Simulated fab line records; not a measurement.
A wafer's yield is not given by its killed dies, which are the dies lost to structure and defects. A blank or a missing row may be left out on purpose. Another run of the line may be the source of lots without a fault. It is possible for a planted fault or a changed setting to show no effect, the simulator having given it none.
Matching of chambers	flow nand-harc	4 sister chambers for NHARC_A_STAIRCASE_STRIP_476 on rie-diel-13
The step strips in O2, time 20 s. 18 wafers are shown with their chamber, then 9 later ones without.

== EACH WAFER AND ITS CHAMBER ==
wafer	chamber	showerhead-plenum-p-Torr (Torr)	drypump-motor-current-A (A)	oes-product-au (a.u.)
L074.1	1	3.74	6.1	1.010
L074.2	2	3.73	5.6	0.996
L074.5	0	3.31	6.3	1.000
L076.2	1	3.73	6.1	1.019
L076.5	1	3.73	6.1	1.026
L076.6	0	3.31	6.3	1.010
L077.1	2	3.72	5.6	1.003
L077.2	0	3.30	6.3	1.012
L077.4	1	3.73	6.1	1.021
L082.1	0	3.30	6.3	1.006
L082.2	3	3.66	5.2	1.030
L082.4	1	3.72	6.1	1.000
L086.1	2	3.71	5.5	1.005
L086.2	1	3.72	6.2	1.021
L086.4	3	3.65	5.2	1.044
L091.3	0	3.29	6.4	1.019
L091.5	3	3.65	5.2	1.021
L091.6	0	3.29	6.3	1.032

SIGNATURES (means of the wafers above)
reading	chamber 0	chamber 1	chamber 2	chamber 3	scatter within a chamber
showerhead-plenum-p-Torr	3.3000	3.7283	3.7200	3.6533	0.00824
drypump-motor-current-A	6.317	6.117	5.567	5.200	0.0408
oes-product-au	1.01317	1.01617	1.00133	1.03167	0.00996
Rule: a wafer lies at a distance from a chamber equal to the root of the sum of squares, over the readings, of (its reading less the chamber's mean, divided by the reading's scatter). The wafer belongs to the nearest chamber; if the next one is less than 2 further off, it can't be placed. The scatter is the square root of a quotient: the sum, over the shown wafers, of each reading's squared deviation from its chamber's mean, divided by wafers minus chambers.

== WAFERS WITHOUT THEIR CHAMBER ==
wafer	showerhead-plenum-p-Torr (Torr)	drypump-motor-current-A (A)	oes-product-au (a.u.)
L090.1	3.29	6.3	1.021
L090.4	3.65	5.2	1.018
L090.6	3.65	5.2	1.019
L092.1	3.64	5.2	1.016
L092.5	3.70	6.1	1.009
L092.6	3.28	6.3	1.005
L096.1	3.69	5.5	0.988
L096.3	3.28	6.3	1.001
L096.6	3.64	5.2	1.007

== THE CHAMBER EACH PASSED THROUGH ==
wafer	from the rows above	in truth
L090.1	0	0
L090.4	3	3
L090.6	3	3
L092.1	3	3
L092.5	1	1
L092.6	0	0
L096.1	2	2
L096.3	0	0
L096.6	3	3
Correct placement for 9 of the 9. Not placeable from these rows: 0. 0 placed wrongly.
